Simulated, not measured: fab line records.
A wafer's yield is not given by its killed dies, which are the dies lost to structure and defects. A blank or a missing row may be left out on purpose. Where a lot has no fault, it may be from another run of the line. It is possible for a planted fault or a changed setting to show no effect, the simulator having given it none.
Which tool was responsible? | flow n5Finfet | 24 lots, 72 wafers sampled, at 2 steps of a route of 1938

== WHAT THE GAUGES READ, wafer by wafer ==
N5_BEOL_M2_CD_MEAS_11: target cd 16.79 nm.
lot  | measured     | on       | cdNm (nm)
L074 | day 6 15:23  | cdSem-03 | 16.68 16.63 16.49
L075 | day 6 15:25  | cdSem-03 | 17.51 17.28 16.73
L076 | day 6 21:40  | cdSem-03 | 16.66 16.81 16.78
L077 | day 7 08:49  | cdSem-02 | 17.00 17.16 16.79
L078 | day 7 13:21  | cdSem-03 | 16.79 16.50 16.88
L079 | day 7 22:11  | cdSem-03 | 16.68 16.81 16.97
L081 | day 8 14:08  | cdSem-01 | 16.61 16.65 17.05
L083 | day 8 19:37  | cdSem-03 | 16.58 16.74 16.29
L082 | day 8 19:47  | cdSem-03 | 17.08 16.69 16.66
L080 | day 9 02:46  | cdSem-03 | 16.58 17.11 16.53
L084 | day 9 02:59  | cdSem-02 | 16.72 16.71 16.37
L085 | day 9 08:37  | cdSem-02 | 16.89 16.60 17.12
L086 | day 9 12:25  | cdSem-01 | 16.76 16.87 16.78
L087 | day 9 18:18  | cdSem-02 | 16.87 16.72 16.87
L088 | day 10 04:52 | cdSem-02 | 16.69 17.03 16.87
L089 | day 10 08:25 | cdSem-03 | 16.65 16.72 16.91
L091 | day 10 13:35 | cdSem-03 | 16.77 17.04 16.73
L090 | day 10 23:56 | cdSem-01 | 16.62 17.01 16.98
L093 | day 11 01:28 | cdSem-02 | 16.87 16.55 16.48
L092 | day 11 01:54 | cdSem-01 | 16.80 16.83 16.65
L094 | day 11 15:17 | cdSem-03 | 16.62 16.58 16.77
L096 | day 12 00:38 | cdSem-03 | 17.27 16.96 16.91
L095 | day 12 00:43 | cdSem-03 | 16.79 16.77 16.81
L097 | day 12 08:58 | cdSem-01 | 17.44 16.91 16.94

== TOOL THAT RAN EACH LOT (tool first, then ch and the chambers of the sampled wafers, then the start) ==
lot  | N5_BEOL_M2_HM_DEP_02
L074 | pvdSputter-01, day 6 12:42
L075 | pvdSputter-02, day 6 13:28
L076 | pvdSputter-02, day 6 21:09
L077 | pvdSputter-02, day 7 08:25
L078 | pvdSputter-02, day 7 12:58
L079 | pvdSputter-03, day 7 21:47
L081 | pvdSputter-01, day 8 13:44
L083 | pvdSputter-02, day 8 19:06
L082 | pvdSputter-02, day 8 19:14
L080 | pvdSputter-01, day 9 02:22
L084 | pvdSputter-01, day 9 02:28
L085 | pvdSputter-03, day 9 08:13
L086 | pvdSputter-02, day 9 11:54
L087 | pvdSputter-01, day 9 17:47
L088 | pvdSputter-03, day 10 04:20
L089 | pvdSputter-01, day 10 07:49
L091 | pvdSputter-03, day 10 13:11
L090 | pvdSputter-03, day 10 23:25
L093 | pvdSputter-02, day 11 01:05
L092 | pvdSputter-03, day 11 01:22
L094 | pvdSputter-01, day 11 14:53
L096 | pvdSputter-02, day 12 00:07
L095 | pvdSputter-03, day 12 00:19
L097 | pvdSputter-02, day 12 07:27
- N5_BEOL_M2_HM_DEP_02: deposits TiN, target thk 20 nm.

== WHAT THE TOOLS THEMSELVES READ (means of the sampled wafers that have a number; where no wafer has one, the mark that the record gives instead) ==
N5_BEOL_M2_HM_DEP_02.
lot  | tool          | throttleValvePct (%)
L074 | pvdSputter-01 | 30.4
L075 | pvdSputter-02 | 30.7
L076 | pvdSputter-02 | 31.1
L077 | pvdSputter-02 | 30.6
L078 | pvdSputter-02 | 30.8
L079 | pvdSputter-03 | 30.4
L081 | pvdSputter-01 | 30.3
L083 | pvdSputter-02 | 31.0
L082 | pvdSputter-02 | 30.8
L080 | pvdSputter-01 | 30.3
L084 | pvdSputter-01 | 29.7
L085 | pvdSputter-03 | 30.1
L086 | pvdSputter-02 | 30.3
L087 | pvdSputter-01 | 29.7
L088 | pvdSputter-03 | 29.7
L089 | pvdSputter-01 | 29.9
L091 | pvdSputter-03 | 30.0
L090 | pvdSputter-03 | 30.3
L093 | pvdSputter-02 | 30.5
L092 | pvdSputter-03 | 30.8
L094 | pvdSputter-01 | 30.3
L096 | pvdSputter-02 | 30.7
L095 | pvdSputter-03 | 31.1
L097 | pvdSputter-02 | 30.2

== THE ANSWER, worked out from the rows above alone ==
Rule: usual is defined by the lots themselves. Put in order of their means at a reading, lots are off if they are a third of the lots or fewer, leave a main group of 4 or more, and stand apart from it by a gap of 3 or more times the standard deviation of the main group's means; of several such gaps the widest counts. A main group is skipped when, at the precision printed for the reading in the tables above, its means are all equal. A lot without any number at a reading at which 4 lots or more have one is off too. All remaining lots with rows at the step are treated as sound. After the gauges, taken in route order, come the tools' own readings; for these a lot's mean is taken, as printed above. At the first step where some lot is off, the reading lying furthest off is the one used; lots without a number count as furthest.
Nothing can be told from this: no lot is off at any reading shown.

== WHAT THE SIMULATOR HAD INSERTED ==
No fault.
